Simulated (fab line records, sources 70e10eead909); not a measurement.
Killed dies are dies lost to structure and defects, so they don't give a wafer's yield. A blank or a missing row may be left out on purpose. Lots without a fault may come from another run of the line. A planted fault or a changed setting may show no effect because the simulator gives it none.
A struck lot beside a sound one | flow nand_harc | 14 steps out of a route of 1159
Sound: wafers L279.4, L279.5, L279.6. Struck: wafer L277.3. (L277.1 of the same lot was not struck and is left out.) The cause comes at the end.
At each step with rows: each side's tool, then ch and its chambers, then its first start. Under that, the readings that differ: sound wafers | struck wafers | difference of the means | sigmas: that difference in standard deviations of wafers without a fault.
alike: readings whose means differ by less than 2 such deviations, and words and numbers that are the same on both sides. not compared: withheld readings, readings that some wafer has no value for, bounds like >300 that may hide the same value, and numbers for which the record gives no deviation and whose values overlap.
The two part at a step that has a row with sigmas, a row that says differs or no value, or rows on one side only. Numbers that don't overlap but have no deviation are shown without sigmas and don't part them. A reading that every wafer of one side lacks parts them only if that side has two wafers or more.

NHARC_P_M1_CMP_23: polishes, t overpolish 20 s, target thk 157.82 nm.
  sound on cmp-01 ch 0,3, day 11 14:17; struck on cmp-02 ch 0, day 10 22:35
  alike: motor_current_A, time_to_endpoint_s
NHARC_P_M1_THK_MEAS_24: measures by xrf.
  sound on film_metro-01, day 11 14:34; struck on film_metro-01, day 10 22:52
  alike: thk_nm
then, 1 step without rows for these wafers: NHARC_P_M1_SRD_25.
NHARC_P_M1_INSPECT_27:
  sound on defect_inspect-02, day 11 14:44; struck on defect_inspect-02, day 10 23:02
  alike: raw_defect_count
NHARC_P_M1_PRE_CLEAN_32: time 12 s.
  sound on pecvd-03 ch 0,1,2, day 11 14:50; struck on pecvd-04 ch 0, day 10 23:07
  alike: heater_power_w
NHARC_P_M1_DEP_33: deposits SiCN, target thk 30 nm.
  sound on pecvd-03 ch 0,1,2, day 11 15:00; struck on pecvd-04 ch 0, day 10 23:13
  alike: heater_power_w
then, 5 steps without rows for these wafers: NHARC_P_M2_DEP_00 (deposits SiOC, target thk 182.5 nm); NHARC_P_M2_DEHYDRATE_01 (time 120 s); NHARC_P_M2_HMDS_02 (time 30 s); NHARC_P_M2_COAT_34 (time 65 s); NHARC_P_M2_COAT_03 (resist thk 90 nm).
NHARC_P_M2_SOFTBAKE_04: time 55 s.
  sound on litho_track-01 ch 0, day 11 15:00; struck on litho_track-06 ch 0, day 11 00:00
  reading                  | sound                | struck | difference | sigmas
  heater_power_total_W (W) | 188.37 188.40 188.41 | 323.13 | +134.74    | +99 or more
then, 2 steps without rows for these wafers: NHARC_P_M2_EBR_05; NHARC_END_SORT_01.

WHERE THEY PART
Only at NHARC_P_M2_SOFTBAKE_04, within this record.

WHY: what the simulator had put in
Process parameter drift: litho_track-06, from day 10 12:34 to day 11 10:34, at NHARC_P_M2_SOFTBAKE_04. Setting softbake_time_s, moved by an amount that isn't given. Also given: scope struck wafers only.
